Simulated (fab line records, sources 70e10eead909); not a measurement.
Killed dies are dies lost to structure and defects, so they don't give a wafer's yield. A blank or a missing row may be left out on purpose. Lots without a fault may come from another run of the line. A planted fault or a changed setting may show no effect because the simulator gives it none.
Which tool did it? | flow nand_harc | 14 lots, 41 wafers sampled, at 6 steps of a route of 1302

WHAT THE GAUGES READ, wafer by wafer
NHARC_A_ONON_D2_THK_MEAS_02: measures by ellipsometry.
lot  | measured     | on            | thk_nm (nm)
L911 | day 12 20:56 | film_metro-02 | 1002 1000 1000
L912 | day 13 18:16 | film_metro-02 | 990 989 988
L914 | day 14 01:07 | film_metro-02 | 1008 1008 1010
L915 | day 14 08:05 | film_metro-02 | 989 988 986
L916 | day 15 00:19 | film_metro-02 | 987 989 987
L918 | day 15 20:41 | film_metro-01 | 1018 1019 1020
L920 | day 15 23:19 | film_metro-01 | 1002 1001 1002
L922 | day 17 13:43 | film_metro-01 | 1000 998 999
L923 | day 18 00:55 | film_metro-01 | 1000 1000 998
L924 | day 18 14:09 | film_metro-01 | 995 1279 994
L926 | day 19 04:01 | film_metro-02 | 1300 1298
L928 | day 19 17:46 | film_metro-01 | 1306 1022 1307
L932 | day 21 06:09 | film_metro-02 | 1002 1002 1003
L933 | day 22 04:53 | film_metro-01 | 1005 1005 1005

NHARC_END_SORT_01.
lot  | measured     | on        | killed_at_array | killed_at_other | killed_at_periphery | killed_dies | killed_open | killed_short
L922 | day 29 11:10 | prober-01 | 29 40 37        | 0 0 0           | 0 4 3               | 29 44 40    | 4 2 2       | 0 4 5

WHICH TOOL RAN EACH LOT (tool, then ch and the chambers of the sampled wafers, then the start)
lot  | NHARC_A_CHANNEL_FILL_D1_ALD_14   | NHARC_A_CHANNEL_FILL_D1_ALD_15                 | NHARC_A_CHANNEL_FILL_D1_CMP_10 | NHARC_A_ONON_D2_DEP_00
L911 | ald_hk-01 ch 0,2, day 9 14:52    | ald_sin_batch-01 ch 0, day 11 07:49 or earlier | cmp-03 ch 1,2,3, day 11 07:49  | pecvd_onon-02 ch 0, day 12 20:25
L912 | ald_hk-03 ch 1,2, day 10 08:14   | ald_sin_batch-03 ch 0, day 12 04:04 or earlier | cmp-03 ch 0,2, day 12 04:04    | pecvd_onon-02 ch 0, day 13 17:46
L914 | ald_hk-02 ch 0,2,3, day 10 18:42 | ald_sin_batch-02 ch 0, day 12 11:43 or earlier | cmp-03 ch 0,1,2, day 12 11:43  | pecvd_onon-02 ch 0, day 14 00:40
L915 | ald_hk-03 ch 1,2, day 11 01:16   | ald_sin_batch-03 ch 0, day 12 18:50 or earlier | cmp-01 ch 0,1,2, day 12 18:50  | pecvd_onon-02 ch 0, day 14 07:34
L916 | ald_hk-03 ch 1,2,3, day 11 20:04 | ald_sin_batch-01 ch 0, day 13 14:08 or earlier | cmp-02 ch 0,1,3, day 13 14:08  | pecvd_onon-01 ch 0, day 14 23:52
L918 | ald_hk-01 ch 1,2, day 12 17:24   | ald_sin_batch-01 ch 0, day 14 09:37 or earlier | cmp-02 ch 0,3, day 14 09:37    | pecvd_onon-02 ch 0, day 15 20:14
L920 | ald_hk-01 ch 1,2,3, day 13 01:46 | ald_sin_batch-01 ch 0, day 14 15:12 or earlier | cmp-01 ch 0,1, day 14 15:12    | pecvd_onon-02 ch 0, day 15 22:47
L922 | ald_hk-01 ch 0,1,3, day 14 10:38 | ald_sin_batch-02 ch 0, day 16 02:59 or earlier | cmp-01 ch 1,2,3, day 16 02:59  | pecvd_onon-02 ch 0, day 17 13:15
L923 | ald_hk-01 ch 0,3, day 14 16:38   | ald_sin_batch-03 ch 0, day 16 12:46 or earlier | cmp-01 ch 0,1, day 16 12:46    | pecvd_onon-04 ch 0, day 18 00:28
L924 | ald_hk-02 ch 2,3, day 15 09:55   | ald_sin_batch-03 ch 0, day 17 05:07 or earlier | cmp-02 ch 0,2, day 17 05:07    | pecvd_onon-02 ch 0, day 18 13:42
L926 | ald_hk-01 ch 0,1, day 16 00:01   | ald_sin_batch-03 ch 0, day 17 17:11 or earlier | cmp-02 ch 0,3, day 17 17:11    | pecvd_onon-02 ch 0, day 19 03:37
L928 | ald_hk-03 ch 0,1,2, day 16 12:19 | ald_sin_batch-03 ch 0, day 18 06:11 or earlier | cmp-03 ch 0,1,2, day 18 06:11  | pecvd_onon-02 ch 0, day 19 17:22
L932 | ald_hk-02 ch 1,2, day 18 03:55   | ald_sin_batch-02 ch 0, day 19 20:29 or earlier | cmp-03 ch 0,1,3, day 19 20:29  | pecvd_onon-01 ch 0, day 21 05:38
L933 | ald_hk-01 ch 1,3, day 18 20:20   | ald_sin_batch-01 ch 0, day 20 12:42 or earlier | cmp-03 ch 0,2,3, day 20 12:42  | pecvd_onon-04 ch 0, day 22 04:22
- NHARC_A_CHANNEL_FILL_D1_ALD_14: deposits SiO2, target thk 2.5 nm, pulse time 10 s, ald cycles 25.
- NHARC_A_CHANNEL_FILL_D1_ALD_15: deposits SiNx, target thk 2 nm, pulse time 60 s, ald cycles 19.
- NHARC_A_CHANNEL_FILL_D1_CMP_10: polishes, target thk 150 nm.
- NHARC_A_ONON_D2_DEP_00: target thk 1000 nm.

WHAT THE TOOLS THEMSELVES READ (means of the sampled wafers that have a number; where no wafer has one, the mark that the record gives instead)
NHARC_A_CHANNEL_FILL_D1_ALD_14.
lot  | tool      | heater_power_w (W) | precursor_pulse_height_rel
L911 | ald_hk-01 | 462                | 0.983
L912 | ald_hk-03 | 448                | 0.981
L914 | ald_hk-02 | 495                | 0.995
L915 | ald_hk-03 | 446                | 0.994
L916 | ald_hk-03 | 493                | 0.995
L918 | ald_hk-01 | 507                | 1.003
L920 | ald_hk-01 | 482                | 1.010
L922 | ald_hk-01 | 469                | 1.002
L923 | ald_hk-01 | 459                | 1.007
L924 | ald_hk-02 | 512                | 1.024
L926 | ald_hk-01 | 468                | 1.034
L928 | ald_hk-03 | 433                | 0.991
L932 | ald_hk-02 | 444                | 0.970
L933 | ald_hk-01 | 479                | 0.984

NHARC_A_CHANNEL_FILL_D1_ALD_15.
lot  | tool             | precursor_pulse_height_rel
L911 | ald_sin_batch-01 | 0.997
L912 | ald_sin_batch-03 | 0.998
L914 | ald_sin_batch-02 | 1.006
L915 | ald_sin_batch-03 | 0.999
L916 | ald_sin_batch-01 | 0.998
L918 | ald_sin_batch-01 | 0.983
L920 | ald_sin_batch-01 | 0.996
L922 | ald_sin_batch-02 | 1.004
L923 | ald_sin_batch-03 | 1.002
L924 | ald_sin_batch-03 | 1.027
L926 | ald_sin_batch-03 | 1.000
L928 | ald_sin_batch-03 | 0.996
L932 | ald_sin_batch-02 | 0.991
L933 | ald_sin_batch-01 | 1.019

NHARC_A_CHANNEL_FILL_D1_CMP_10.
lot  | tool   | motor_current_A (A) | time_to_endpoint_s (s)
L911 | cmp-03 | 11.8                | 17.4
L912 | cmp-03 | 13.0                | 14.4
L914 | cmp-03 | 12.2                | 16.0
L915 | cmp-01 | 11.2                | 14.5
L916 | cmp-02 | 11.9                | 14.9
L918 | cmp-02 | 11.9                | 10.9
L920 | cmp-01 | 12.4                | 19.0
L922 | cmp-01 | 12.9                | 16.0
L923 | cmp-01 | 12.2                | 13.2
L924 | cmp-02 | 12.6                | 15.1
L926 | cmp-02 | 11.8                | 17.1
L928 | cmp-03 | 11.7                | 12.9
L932 | cmp-03 | 11.5                | 12.6
L933 | cmp-03 | 11.6                | 15.5

THE ANSWER, worked out from the rows above alone
Rule: what is usual is taken from the lots themselves. Put in order of their means at a reading, lots are off if they are a third of the lots or fewer, leave a main group of 4 or more, and stand apart from it by a gap of 3 or more times the standard deviation of the main group's means; of several such gaps the widest counts. A main group whose means are all the same, to the digits that the tables above print for the reading, isn't used. A lot without any number at a reading at which 4 lots or more have one is off too. The other lots that the step has rows for count as sound. The gauges are gone through in route order, then the tools' own readings, and for those a lot's mean is taken as printed above. The first step at which some lot is off is used, and at that step the reading that is off furthest; a lot without a number counts as furthest.
Off: L924, L926, L928, at NHARC_A_ONON_D2_THK_MEAS_02 (thk_nm). The main group: mean 1000 nm, standard deviation 9.
A tool fits if, at a process step before that reading, it ran every lot that is off, and no sound lot after the first of them. The gauges at NHARC_A_ONON_D2_THK_MEAS_02 are tried like those tools. NHARC_A_CHANNEL_FILL_D1_ALD_15 gives no start for some lots, so the hours and the order of its lots are those of NHARC_A_CHANNEL_FILL_D1_CMP_10. Can't be told from this: 2 tools fit, ald_sin_batch-03 at NHARC_A_CHANNEL_FILL_D1_ALD_15, pecvd_onon-02 at NHARC_A_ONON_D2_DEP_00.

WHAT THE SIMULATOR HAD PUT IN
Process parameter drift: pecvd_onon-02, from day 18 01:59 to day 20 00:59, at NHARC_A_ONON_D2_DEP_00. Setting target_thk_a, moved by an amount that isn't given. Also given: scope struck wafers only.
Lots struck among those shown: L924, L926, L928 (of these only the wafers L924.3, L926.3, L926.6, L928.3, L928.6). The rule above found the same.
